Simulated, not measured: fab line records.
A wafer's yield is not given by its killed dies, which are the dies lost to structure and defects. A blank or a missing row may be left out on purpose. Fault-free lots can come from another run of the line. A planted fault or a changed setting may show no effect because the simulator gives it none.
Matching of chambers | flow n5Finfet | N5_BEOL_M7_DESCUM_16 on rieDiel-05: 3 sister chambers
The step chemistry O2, time 7.9 s. 6 wafers are shown with their chamber, then 5 later ones without.

WAFERS, EACH WITH ITS CHAMBER
wafer  | chamber | showerheadPlenumPTorr (Torr) | throttleValvePct (%)
L084.3 | 1       | 2.21                         | 20.25
L082.3 | 1       | 2.21                         | 20.24
L085.2 | 0       | 2.03                         | 20.69
L085.5 | 2       | 2.21                         | 20.39
L085.6 | 0       | 2.03                         | 20.68
L092.4 | 2       | 2.20                         | 20.40

WAFERS WITH NO CHAMBER GIVEN
wafer  | showerheadPlenumPTorr (Torr) | throttleValvePct (%)
L092.6 | 2.03                         | 20.73
L096.1 | 2.20                         | 20.43
L096.4 | 2.03                         | 20.73
L097.1 | 2.03                         | 20.74
L097.6 | 2.19                         | 20.28

EACH ONE'S CHAMBER
wafer  | from the rows above | in truth
L092.6 | 0                   | 0
L096.1 | 2                   | 2
L096.4 | 0                   | 0
L097.1 | 0                   | 0
L097.6 | 1                   | 1
Placed correctly: 5 of 5. From these rows, 0 cannot be placed. Number placed wrongly: 0.
How it was worked out, from the rows above alone: a wafer's distance from a chamber is the root of the sum, over the readings, of the square of ((its reading less the chamber's mean) divided by the reading's scatter). If the next closest chamber is less than 2 further off than the closest, the wafer can't be placed; otherwise it belongs to the closest. A chamber's mean is the mean of its shown wafers. The scatter: take each reading less its chamber's mean, square it, sum over the shown wafers, divide by the number of wafers less the number of chambers, and take the root.
